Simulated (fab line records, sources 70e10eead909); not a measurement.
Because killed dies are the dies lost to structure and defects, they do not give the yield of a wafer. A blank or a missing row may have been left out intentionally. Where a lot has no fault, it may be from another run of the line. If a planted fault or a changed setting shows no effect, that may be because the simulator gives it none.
Matching of chambers | flow nand harc | rie diel-03 running NHARC_A_STAIRCASE_DESCUM_168: 4 sister chambers
The step chemistry O2, time 3 s. 27 wafers are shown with their chamber, then 12 later ones without.

WAFERS, EACH WITH ITS CHAMBER
wafer  | chamber | showerhead plenum p Torr (Torr) | oes product au (a.u.) | throttle valve pct (%)
L076.2 | 1       | 1.96                            | 1.010                 | 11.323
L076.3 | 0       | 1.89                            | 0.997                 | 11.306
L076.6 | 1       | 1.97                            | 1.018                 | 11.302
L075.2 | 1       | 1.97                            | 1.014                 | 11.300
L075.3 | 0       | 1.89                            | 0.995                 | 11.325
L075.5 | 0       | 1.89                            | 0.992                 | 11.310
L077.2 | 0       | 1.89                            | 0.995                 | 11.311
L077.3 | 2       | 1.99                            | 1.005                 | 11.307
L077.5 | 0       | 1.89                            | 0.997                 | 11.300
L074.2 | 1       | 1.97                            | 1.010                 | 11.319
L074.4 | 2       | 1.99                            | 0.996                 | 11.315
L074.6 | 3       | 2.07                            | 0.993                 | 11.324
L078.2 | 0       | 1.89                            | 0.975                 | 11.315
L078.3 | 1       | 1.96                            | 1.012                 | 11.325
L078.5 | 0       | 1.89                            | 0.988                 | 11.314
L079.3 | 2       | 1.99                            | 1.004                 | 11.323
L079.4 | 3       | 2.07                            | 1.003                 | 11.309
L079.5 | 2       | 1.99                            | 0.999                 | 11.299
L081.2 | 3       | 2.07                            | 0.996                 | 11.301
L081.4 | 2       | 1.98                            | 0.983                 | 11.303
L081.6 | 3       | 2.07                            | 0.988                 | 11.286
L083.1 | 0       | 1.88                            | 0.980                 | 11.301
L083.2 | 3       | 2.07                            | 0.999                 | 11.299
L083.3 | 2       | 1.98                            | 0.982                 | 11.304
L085.2 | 3       | 2.07                            | 0.991                 | 11.307
L085.3 | 2       | 1.98                            | 0.985                 | 11.317
L085.4 | 0       | 1.88                            | 0.982                 | 11.300

SIGNATURES (means of the wafers above)
reading                  | chamber 0 | chamber 1 | chamber 2 | chamber 3 | scatter within a chamber
showerhead plenum p Torr | 1.8878    | 1.9660    | 1.9857    | 2.0700    | 0.00441
oes product au           | 0.98900   | 1.01280   | 0.99343   | 0.99500   | 0.00759
throttle valve pct       | 11.30911  | 11.31380  | 11.30971  | 11.30433  | 0.0102
Rule: distance of a wafer from a chamber = root of the sum over the readings of ((wafer's reading minus chamber's mean) / reading's scatter) squared. If the next closest chamber is less than 2 further off than the closest, the wafer can't be placed; otherwise it belongs to the closest. How the scatter is found: for the shown wafers, subtract from each reading the mean of its chamber, square and add these, divide the total by (wafers less chambers), then take the root.

WAFERS WITHOUT THEIR CHAMBER
wafer  | showerhead plenum p Torr (Torr) | oes product au (a.u.) | throttle valve pct (%)
L088.2 | 1.88                            | 1.000                 | 11.314
L088.5 | 1.96                            | 1.006                 | 11.319
L088.6 | 1.98                            | 1.001                 | 11.308
L089.1 | 1.95                            | 1.014                 | 11.309
L089.2 | 2.06                            | 0.989                 | 11.297
L089.6 | 1.88                            | 0.984                 | 11.305
L091.2 | 2.06                            | 0.987                 | 11.288
L091.3 | 1.88                            | 0.983                 | 11.308
L091.6 | 1.98                            | 0.985                 | 11.323
L092.2 | 2.06                            | 0.978                 | 11.292
L092.3 | 1.98                            | 0.996                 | 11.314
L092.6 | 1.98                            | 0.990                 | 11.311

WHICH CHAMBER EACH WENT THROUGH
wafer  | from the rows above     | in truth
L088.2 | 0                       | 0
L088.5 | 1                       | 1
L088.6 | can't be placed: 2 or 1 | 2
L089.1 | 1                       | 1
L089.2 | 3                       | 3
L089.6 | 0                       | 0
L091.2 | 3                       | 3
L091.3 | 0                       | 0
L091.6 | 2                       | 2
L092.2 | 3                       | 3
L092.3 | 2                       | 2
L092.6 | 2                       | 2
Placed correctly: 11 of 12. Cannot be placed on the basis of these rows: 1; the candidates contain the true chamber in 1. Number placed wrongly: 0.
